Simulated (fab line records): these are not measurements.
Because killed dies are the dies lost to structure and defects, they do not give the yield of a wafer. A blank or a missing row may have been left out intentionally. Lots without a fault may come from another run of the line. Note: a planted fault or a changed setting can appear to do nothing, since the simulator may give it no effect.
fab line records	flow nand_harc
record: lots: 6	wafers: 18	last_day: 24
route steps=1159 shown A_M1@1039 END@1159
lots that met no fault: from a run of the same line without faults
start_h: the number of hours between the record's first day and the start of the first shown wafer of the lot	wait_h: how many hours have passed since the lot's step before this one	" as in the row above	L1.1+2: a single row standing in for several wafers	- either no value or no given start	* or withheld: withheld	< > ~ a bound
route shown NAME@n: names a module that has steps shown in the file, with the first one's number in the route	usual: average and standard deviation across the fault-free wafers	same: alike in all rows	chamber/n: place in a boat	sites: the reading at each site	_std_site: standard deviation of those values	_edge_site: outer sites' mean less inner sites'	radius_mm: how far each site lies from the wafer's centre	mask NAME#n: copy n	behind: the tool/chamber that last shaped the wafer	hold: what put the lot on hold/how long, in hours/how the hold closed	device: transistor that didn't switch, given as n, p or np	end of line: the same wafers' tests at the end of the route	a step given without rows: its recipe and nothing more	killed: dies that structure and defects cost at the first sort, which is not the same as the wafer's yield	map: a wafer's dies, marking killed ones x, the rest . and places with no die _
set.NAME: the setting the step ran with; set.NAME@STEP: the setting that earlier step ran with	model.NAME: the simulator's own value behind a step, which no gauge read
a table for each step, a row for each wafer; lots at some steps of the route
services: from which hour (start_h, from the record's first day; less than 0 if before it) a tool's chamber was out of use, for how many hours, and why
== steps ==
step: NHARC_A_M1_DESCUM_14
recipe: time_s: 3	o2_flow_sccm: 200	ar_flow_sccm: 0	bias_power_w: 0	chemistry: O2
step: NHARC_A_M1_ETCH_35
recipe: target_depth_a: 400	overetch_a: 120	time_s: 43.94	ion_energy_ev: 200	n2_flow_sccm: 150	h2_flow_sccm: 150	ar_flow_sccm: 0	rf_w: 400	bias_w: 150	chemistry: N2/H2
usual: drypump_motor_current_A: 6.01/0.3	mfc_ar_sccm: 0.012/0.017	oes_product_au: 1.001/0.0064	rf_vpp_V: 431.4/2.1	showerhead_plenum_p_Torr: 2.07/0.07	throttle_valve_pct: 14.172/0.009
lot.wafer	tool	chamber	start_h	wait_h	drypump_motor_current_A	mfc_ar_sccm	oes_product_au	rf_hours_counter_h	rf_vpp_V	showerhead_plenum_p_Torr	throttle_valve_pct
L772.3	rie_diel-02	1	407.11	0.1	6.12	0	1.003	2	433.6	2.11	14.166
L772.1	"	2	"	"	5.52	0.006	1.009	2	432.1	2.11	14.185
L772.5	"	0	"	"	5.74	0	1.008	-	430.7	2.02	14.182
L778.2	rie_diel-02	0	437.45	0.1	5.72	0	0.993	2	431.1	2.02	14.167
L778.3	"	2	"	"	5.52	0.006	1.001	2	432.9	2.11	14.170
L778.5	"	0	"	"	5.72	0	1.002	-	430.5	2.02	14.174
L779.1	rie_diel-11	2	446.27	0.1	5.82	0	0.997	5	433.5	2.15	14.175
L779.4	"	0	"	"	6.08	0.005	1.006	5	430.7	2.01	14.169
L779.5	"	1	"	"	6.26	0	1.001	-	428.4	1.95	14.182
L783.3	rie_diel-03	1	470.17	0.1	6.14	0.045	0.995	4	431.9	2.08	14.186
L783.5	"	0	"	"	5.70	0.017	1.002	-	430.2	2.02	14.164
L783.6	"	1	"	"	6.15	0.045	1.005	-	431.7	2.08	14.172
L789.1	rie_diel-03	0	514.72	0.1	5.70	0.017	1.001	8	430.9	2.02	14.172
L789.4	"	2	"	"	6.04	0.002	0.992	6	433.2	2.08	14.174
L789.5	"	1	"	"	6.15	0.045	0.993	-	432.1	2.08	14.164
L792.4	rie_diel-11	2	529.15	0.1	5.92	0	0.996	14	433.2	2.15	14.163
L792.1	"	0	"	"	6.07	0.005	1.019	12	430.5	2.01	14.161
L792.3	"	1	"	"	6.23	0	1.002	13	429.7	1.95	14.167
step: NHARC_A_M1_ETCH_15
recipe: target_depth_a: 1825	time_s: 91.2	c4f8_flow_sccm: withheld	ar_flow_sccm: 400	rf_w: 600	bias_w: 300	chemistry: C4F8/Ar
usual: oes_product_au: 0.959/0.018	rf_vpp_V: 441.6/2.1
lot.wafer	tool	chamber	start_h	wait_h	oes_product_au	rf_hours_counter_h	rf_vpp_V
L772.3	rie_diel-02	2	-	-	0.961	2	442.5
L772.1	"	0	"	"	0.986	2	440.2
L772.5	"	3	"	"	0.980	-	439.2
L778.2	rie_diel-02	1	-	-	0.976	2	443.2
L778.3	"	2	"	"	0.962	2	441.9
L778.5	"	0	"	"	0.957	-	438.9
L779.1	rie_diel-11	2	-	-	0.973	5	443.2
L779.4	"	0	"	"	0.962	5	439.5
L779.5	"	3	"	"	0.976	-	442.1
L783.3	rie_diel-03	0	-	-	0.933	5	441.0
L783.6	"	2	"	"	0.938	-	443.2
L783.5	"	3	"	"	0.931	-	443.3
L789.4	rie_diel-03	2	-	-	0.958	6	442.0
L789.1	"	3	"	"	0.970	8	444.5
L789.5	"	2	"	"	0.951	-	442.3
L792.3	rie_diel-11	2	-	-	0.926	14	443.6
L792.4	"	3	"	"	0.914	13	441.6
L792.1	"	1	"	"	0.921	13	439.0
step: NHARC_A_M1_CD_MEAS_16
usual: cd_nm: 119.8/0.72
lot.wafer	tool	chamber	start_h	wait_h	cd_nm
L772.1	cd_sem-02	-	407.33	-	120.5
L772.3	"	-	"	"	119.7
L772.5	"	-	"	"	120.6
L778.2	cd_sem-03	-	437.68	-	120.0
L778.3	"	-	"	"	120.1
L778.5	"	-	"	"	119.8
L779.1	cd_sem-02	-	446.49	-	118.9
L779.4	"	-	"	"	118.9
L779.5	"	-	"	"	118.4
L783.3	cd_sem-02	-	470.39	-	120.0
L783.5	"	-	"	"	120.3
L783.6	"	-	"	"	119.8
L789.1	cd_sem-03	-	514.93	-	120.1
L789.4	"	-	"	"	119.3
L789.5	"	-	"	"	121.3
L792.1	cd_sem-02	-	529.37	-	119.7
L792.3	"	-	"	"	119.5
L792.4	"	-	"	"	119.1
step: NHARC_A_M1_STRIP_18
recipe: power_w: 1000	n2_flow_sccm: 150	h2_flow_sccm: 150	ar_flow_sccm: 0	bias_w: 0	chemistry: N2/H2
usual: drypump_motor_current_A: 6.03/0.23	mfc_ar_sccm: 0.014/0.018	oes_product_au: 1.001/0.0071	rf_vpp_V: 90.7/0.93	showerhead_plenum_p_Torr: 2.06/0.073	throttle_valve_pct: 14.172/0.0088
lot.wafer	tool	chamber	start_h	wait_h	drypump_motor_current_A	mfc_ar_sccm	oes_product_au	rf_hours_counter_h	rf_vpp_V	showerhead_plenum_p_Torr	throttle_valve_pct
L772.3	rie_diel-11	0	407.43	0.1	6.06	0.005	1.003	2	90.8	2.01	14.162
L772.1	"	2	"	"	5.87	0	1.003	3	89.8	2.15	14.170
L772.5	"	3	"	"	6.07	0.039	1.002	-	91.2	2.11	14.155
L778.2	rie_diel-03	0	437.77	0.1	5.68	0.017	1.001	4	89.8	2.03	14.166
L778.3	"	1	"	"	6.14	0.045	1.007	3	90.7	2.08	14.183
L778.5	"	0	"	"	5.70	0.017	1.002	-	89.9	2.02	14.178
L779.1	rie_diel-11	1	446.57	0.1	6.25	0	1.017	5	91.3	1.95	14.176
L779.4	"	3	"	"	6.04	0.039	0.996	5	91.6	2.11	14.161
L779.5	"	2	"	"	5.88	0	0.991	-	90.6	2.15	14.174
L783.3	rie_diel-11	0	470.46	0.1	6.06	0.005	0.993	7	91.2	2.01	14.169
L783.6	"	0	"	"	6.07	0.005	1.003	-	91.9	2.01	14.167
L783.5	"	1	"	"	6.27	0	0.995	-	89.4	1.95	14.169
L789.4	rie_diel-02	3	515.01	0.1	6.63	0.004	0.993	0	89.6	1.96	14.175
L789.1	"	1	"	"	6.11	0	1.005	0	90.8	2.11	14.173
L789.5	"	3	"	"	6.60	0.004	1.004	-	90.3	1.96	14.174
L792.1	rie_diel-11	0	529.47	0.1	6.07	0.005	1.005	12	90.6	2.01	14.178
L792.3	"	1	"	"	6.24	0	0.997	13	90.2	1.95	14.154
L792.4	"	2	"	"	5.93	0	1.006	14	91.7	2.15	14.192
step: NHARC_A_M1_ETCH_28
recipe: target_depth_a: 300	over_etch_frac: 0.3	time_s: 72.99	ion_energy_ev: 150	cf4_flow_sccm: 50	n2_flow_sccm: 100	ar_flow_sccm: 150	rf_w: 300	bias_w: 100	chemistry: CF4/N2
step: NHARC_A_M1_STRIP_19
recipe: time_s: 600	temp_c: 30	chemistry: post_etch_residue_remover
step: NHARC_A_M1_DEGAS_29
recipe: temp_c: 250	time_s: 60
step: NHARC_A_M1_PRE_CLEAN_30
recipe: time_s: 30	temp_c: 280	gas: H2/He
usual: heater_power_w: 411/38
lot.wafer	tool	chamber	start_h	wait_h	heater_power_w
L772.1	pvd_sputter-01	-	-	-	430
L772.3	"	-	"	"	367
L772.5	"	-	"	"	388
L778.3	pvd_sputter-01	-	-	-	453
L778.2	"	-	"	"	437
L778.5	"	-	"	"	362
L779.1	pvd_sputter-01	-	-	-	381
L779.4	"	-	"	"	361
L779.5	"	-	"	"	453
L783.3	pvd_sputter-03	-	-	-	384
L783.5	"	-	"	"	419
L783.6	"	-	"	"	393
L789.4	pvd_sputter-02	-	-	-	467
L789.1	"	-	"	"	368
L789.5	"	-	"	"	471
L792.3	pvd_sputter-01	-	-	-	466
L792.4	"	-	"	"	379
L792.1	"	-	"	"	446
step: NHARC_A_M1_PVD_20
recipe: target_thk_a: 50	bias_v: 168.6	power_w: 15000	chamber_pressure_pa: 0.12	time_s: 8.06	substrate_temp_c: 50	material: TaN
usual: substrate_temp_c: 49.99/0.11	throttle_valve_pct: 30.1/1.2
lot.wafer	tool	chamber	start_h	wait_h	substrate_temp_c	throttle_valve_pct
L772.1	pvd_sputter-01	-	-	-	49.97	29.7
L772.3	"	-	"	"	49.87	29.9
L772.5	"	-	"	"	49.94	30.1
L778.3	pvd_sputter-01	-	-	-	50.13	30.2
L778.2	"	-	"	"	50.14	29.7
L778.5	"	-	"	"	50.02	32.2
L779.1	pvd_sputter-01	-	-	-	49.90	32.3
L779.4	"	-	"	"	49.95	30.1
L779.5	"	-	"	"	50.07	30.1
L783.3	pvd_sputter-03	-	-	-	50.05	27.8
L783.5	"	-	"	"	49.99	27.8
L783.6	"	-	"	"	49.93	31.1
L789.4	pvd_sputter-02	-	-	-	49.86	31.1
L789.1	"	-	"	"	50.22	29.8
L789.5	"	-	"	"	49.90	28.6
L792.1	pvd_sputter-01	-	-	-	49.94	30.3
L792.3	"	-	"	"	49.91	30.2
L792.4	"	-	"	"	50.14	31.2
step: NHARC_A_M1_PVD_21
recipe: target_thk_a: 300	chamber_pressure_pa: 5	power_w: 5000	substrate_temp_c: 30	time_s: 20.49	material: Cu
step: NHARC_A_M1_ECD_22
recipe: target_thk_a: 4000	bath_temp_c: 25	material: Cu
step: NHARC_A_M1_ANNEAL_31
recipe: temp_c: 225	time_s: 90
usual: anneal_temp_c: 224.99/0.18	anneal_temp_c_max: 226.03/0.3	wafer_temp_C_max: 225.9/0.53
lot.wafer	tool	chamber	start_h	wait_h	anneal_temp_c	anneal_temp_c_max	wafer_temp_C_max
L772.1	rtp_anneal-02	0	408.78	-	225.03	226.11	225.5
L772.3	"	0	"	"	225.02	226.15	225.4
L772.5	"	0	"	"	225.29	226.53	225.8
L778.2	rtp_anneal-02	-	439.21	-	-	-	-
L778.3	"	-	"	"	-	-	-
L778.5	"	-	"	"	-	-	-
L779.1	rtp_anneal-02	-	447.99	0.3	-	-	-
L779.4	"	-	"	"	-	-	-
L779.5	"	-	"	"	-	-	-
L783.3	rtp_anneal-01	0	471.95	-	225.29	226.00	226.4
L783.5	"	0	"	"	225.21	226.12	226.2
L783.6	"	0	"	"	225.09	226.33	226.4
L789.1	rtp_anneal-02	0	516.41	0.3	225.10	225.98	225.5
L789.4	"	0	"	"	225.01	226.04	225.4
L789.5	"	0	"	"	225.02	226.07	225.4
L792.1	rtp_anneal-01	0	530.92	-	224.98	225.88	226.6
L792.3	"	0	"	"	225.16	226.16	226.8
L792.4	"	0	"	"	225.25	226.38	226.9
step: NHARC_A_M1_CMP_23
recipe: t_overpolish_s: 20	target_thk_nm: 154.34
step: NHARC_END_SORT_01
recipe: temp_c: 25
usual: defect_limited_yield: 95.6/1.7	killed_at_array: 27/11	killed_at_other: 0.7/0.93	killed_at_periphery: 2.9/1.9	killed_dies: 30/11	killed_open: 3.1/1.7	killed_short: 1.9/1.3	sort_bin_2_pct: 1.4/0.68	sort_bin_3_pct: 0.28/0.25	sort_bin_4_pct: 2.8/1.1	sort_n_pass: 647/11	sort_rim_yield_pct: 95.4/2.7	sort_yield_pct: 95.6/1.7
same: gross_dies: 677	sort_bin_5_pct[%]: 0	sort_bin_6_pct[%]: 0	sort_bin_7_pct[%]: 0	sort_bin_8_pct[%]: 0	sort_rim_n_gross: 106.00
lot.wafer	tool	chamber	start_h	wait_h	defect_limited_yield[%]	killed_at_array	killed_at_other	killed_at_periphery	killed_dies	killed_open	killed_short	sort_bin_2_pct[%]	sort_bin_3_pct[%]	sort_bin_4_pct[%]	sort_n_pass	sort_rim_yield_pct[%]	sort_yield_pct[%]
L779.1	prober-01	0	482.21	2.5	89.4	68	0	4	72	5	2	6.5	0	4.1	605	94.3	89.4
L779.4	prober-01	0	484.64	3.4	88.8	76	0	0	76	1	4	6.2	0.74	4.3	601	96.2	88.8
L779.5	prober-01	0	485.45	3.7	90.4	63	0	2	65	4	0	6.2	0	3.4	612	94.3	90.4
L783.3	prober-02	0	508.08	3.1	95.0	33	0	1	34	2	0	1.0	0.30	3.7	643	96.2	95.0
L783.5	prober-02	0	509.66	3.7	95.6	25	1	4	30	1	2	1.5	0.74	2.2	647	93.4	95.6
L783.6	prober-02	0	510.44	3.9	94.5	35	0	2	37	4	3	0.9	0.59	4.0	640	97.2	94.5
L789.1	prober-01	0	557.37	2.5	98.4	8	0	3	11	1	1	0.6	0	1.0	666	97.2	98.4
L789.4	prober-01	0	559.76	3.4	96.6	20	0	3	23	2	3	1.0	0	2.4	654	98.1	96.6
L789.5	prober-01	0	560.56	3.7	97.0	16	0	4	20	1	1	0.4	0.15	2.4	657	99.1	97.0
L792.1	prober-01	0	567.56	2.5	94.5	31	3	3	37	5	1	1.9	0	3.5	640	96.2	94.5
L792.3	prober-01	0	569.17	3.1	95.6	26	0	4	30	3	1	1.6	0.30	2.5	647	93.4	95.6
L792.4	prober-01	0	569.97	3.4	94.8	29	1	5	35	3	1	1.2	0.59	3.4	642	94.3	94.8
killed by level:class
L779.1 A_M1:area_anneal=32 A_CHANNEL_HOLE_D1:chamber_film_flake=11 A_SLIT:chamber_film_flake=11 A_STAIRCASE:chamber_film_flake=7 A_CONTACT:chamber_film_flake=2 P_GATE:geometric_particle:open=1 P_CONTACT:geometric_particle:open=1 P_M0:geometric_particle:open=1
L779.4 A_M1:area_anneal=30 A_SLIT:chamber_film_flake=16 A_CHANNEL_HOLE_D1:chamber_film_flake=14 A_STAIRCASE:chamber_film_flake=8 A_ONON_D1:geometric_particle:short=2 A_CHANNEL_FILL_D1:geometric_particle:short=2 A_CONTACT:chamber_film_flake=2 A_CHANNEL_FILL_D1:geometric_particle:open=1
L779.5 A_M1:area_anneal=30 A_SLIT:chamber_film_flake=13 A_CHANNEL_HOLE_D1:chamber_film_flake=11 A_CONTACT:chamber_film_flake=3 P_CONTACT:geometric_particle:open=2 A_STAIRCASE:chamber_film_flake=2 A_WL_FILL:geometric_particle:open=1 A_CONTACT:geometric_particle:open=1
L783.3 A_CHANNEL_HOLE_D1:chamber_film_flake=19 A_SGD_CUT:chamber_film_flake=8 A_CONTACT:chamber_film_flake=2 P_M0:geometric_particle:open=1 A_M0:geometric_particle:open=1 A_ZERO_WELL:chamber_film_flake=1 A_STAIRCASE:chamber_film_flake=1 A_BONDPAD:chamber_film_flake=1
L783.5 A_CHANNEL_HOLE_D1:chamber_film_flake=15 P_GATE:chamber_film_flake=3 A_CONTACT:chamber_film_flake=3 A_SGD_CUT:chamber_film_flake=2 A_ONON_D1:geometric_particle:open=1 A_ONON_D1:geometric_particle:short=1 A_WL_FILL:geometric_particle:short=1 P_BONDPAD:chamber_film_flake=1
L783.6 A_CHANNEL_HOLE_D1:chamber_film_flake=21 A_SGD_CUT:chamber_film_flake=4 A_CHANNEL_FILL_D1:geometric_particle:short=2 A_CONTACT:geometric_particle:open=2 A_ZERO_WELL:chamber_film_flake=2 A_CONTACT:chamber_film_flake=2 P_M0:geometric_particle:open=1 A_CHANNEL_FILL_D1:geometric_particle:open=1
L789.1 A_CHANNEL_HOLE_D1:chamber_film_flake=4 P_M1:geometric_particle:open=1 A_CHANNEL_FILL_D1:geometric_particle:short=1 P_GATE:chamber_film_flake=1 P_M0:chamber_film_flake=1 A_ZERO_WELL:chamber_film_flake=1 A_SLIT:chamber_film_flake=1 A_CONTACT:chamber_film_flake=1
L789.4 A_CHANNEL_HOLE_D1:chamber_film_flake=11 A_CONTACT:chamber_film_flake=3 P_M0:chamber_film_flake=2 P_CONTACT:geometric_particle:short=1 A_ONON_D1:geometric_particle:open=1 A_SGD_CUT:geometric_particle:short=1 A_WL_FILL:geometric_particle:short=1 A_CONTACT:geometric_particle:open=1
L789.5 A_CHANNEL_HOLE_D1:chamber_film_flake=9 A_CONTACT:chamber_film_flake=3 P_GATE:chamber_film_flake=2 P_M1:geometric_particle:short=1 A_WL_FILL:geometric_particle:open=1 P_M0:chamber_film_flake=1 A_STAIRCASE:chamber_film_flake=1 A_SLIT:chamber_film_flake=1
L792.1 A_CHANNEL_HOLE_D1:chamber_film_flake=25 P_M0:geometric_particle:open=2 A_CHANNEL_FILL_D1:chamber_film_flake=2 THIN_TSV:chamber_film_flake=2 A_ONON_D1:geometric_particle:open=1 A_CHANNEL_FILL_D1:geometric_particle:open=1 A_SGD_CUT:geometric_particle:short=1 STARTING-WAFER:geometric_particle:open=1
L792.3 A_CHANNEL_HOLE_D1:chamber_film_flake=21 P_M0:geometric_particle:short=1 P_M0:geometric_particle:open=1 A_ONON_D1:geometric_particle:open=1 A_CHANNEL_FILL_D1:geometric_particle:open=1 P_STI:chamber_film_flake=1 P_BONDPAD:chamber_film_flake=1 A_CHANNEL_FILL_D1:chamber_film_flake=1
L792.4 A_CHANNEL_HOLE_D1:chamber_film_flake=20 P_STI:chamber_film_flake=4 A_CHANNEL_FILL_D1:chamber_film_flake=3 A_CHANNEL_FILL_D1:geometric_particle:open=2 A_WL_FILL:chamber_film_flake=2 A_CONTACT:chamber_film_flake=2 P_CONTACT:geometric_particle:short=1 STARTING-WAFER:geometric_particle:open=1
map L779.4 (x killed, . not)
____________.____________
_________......x_________
_______..........._______
______.............______
_____..x...x........_____
____.................____
____..x..............____
___............x.....x___
___...................___
__.......x.......x.....__
__x.........x..........__
_.....x...x..xxx........_
_.......x.x............._
_.......x..xx.x........._
_.........xxx..........._
_.x........x..x...x....._
..x...x...xx..x..........
..xx....x.x....x.x.......
.x.x.....x.xx..x..x..x...
...x.....xx..x.x.x.......
.xxxx...x...x..xx....x...
_xxx.....x.x......x....._
_......................._
_........x......x......._
_.........xx..x........._
_............x.........._
__.....................__
__.....................__
___.......x...........___
___...................___
____..........x......____
____.................____
_____..............._____
______.............______
_______..........._______
_________......._________
____________.____________
map L789.4 (x killed, . not)
____________.____________
_________......._________
_______..........._______
______.............______
_____..............._____
____........x.x......____
____.................____
___...................___
___...................___
__......x..............__
__..............x......__
_.x....................._
_..........x............_
_.......x..x............_
_.........xx............_
_........xxx............_
............x............
.........................
...........x.............
.........................
..........x..............
_......................._
_..................x...._
_......................._
_..........x............_
_......................._
__..............x......__
__.....................__
___...................___
___...................___
____..............x..____
____...x.x...........____
_____.............x._____
______.............______
_______..........._______
_________......._________
____________.____________
== services ==
tool	chamber	start_h	hours	kind
rie_diel-03	-	392.30	9.0	pm
pvd_sputter-02	-	393.13	10.0	pm
rie_diel-11	0	400.09	-	clean
rie_diel-11	1	400.09	-	clean
rie_diel-11	2	400.09	-	clean
rie_diel-11	3	400.09	-	clean
rie_diel-11	0	424.59	-	clean
rie_diel-11	1	424.59	-	clean
rie_diel-11	2	424.59	-	clean
rie_diel-11	3	424.59	-	clean
pvd_sputter-01	-	441.71	2.4	repair
rie_diel-11	0	449.09	-	clean
rie_diel-11	1	449.09	-	clean
rie_diel-11	2	449.09	-	clean
rie_diel-11	3	449.09	-	clean
pvd_sputter-03	-	458.04	10.0	pm
rie_diel-11	2	474.17	2.4	repair
rie_diel-11	1	494.93	3.2	repair
rie_diel-02	-	504.70	9.0	pm
pvd_sputter-03	-	506.48	1.1	repair
rie_diel-11	-	511.81	0.2	repair
pvd_sputter-01	-	514.00	10.0	pm
rie_diel-03	2	516.17	1.5	repair
rie_diel-02	2	529.06	3.7	repair
== key ==
first_sign: step: NHARC_A_M1_ANNEAL_31	reading: tool_record	direction: missing
effect: step: NHARC_END_SORT_01	reading: sort_bin_2_pct	direction: up	sigmas: 7.2	usual: 1.4	struck: 6.3
met_at NHARC_A_M1_ANNEAL_31
struck_wafers L778.2,L778.3,L778.5,L779.1,L779.4,L779.5
sort_left_out L778.2,L778.3,L778.5
onset_between 408.78 439.21
fault: kind: skipped_step_whole	tool: rtp_anneal-02	chamber: -	onset_h: 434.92	steps: NHARC_A_M1_ANNEAL_31	scope: struck_lots_only
sort_left_out: the simulated sort isn't trusted on such a fault, so these wafers' sort isn't shown, and their yield isn't known
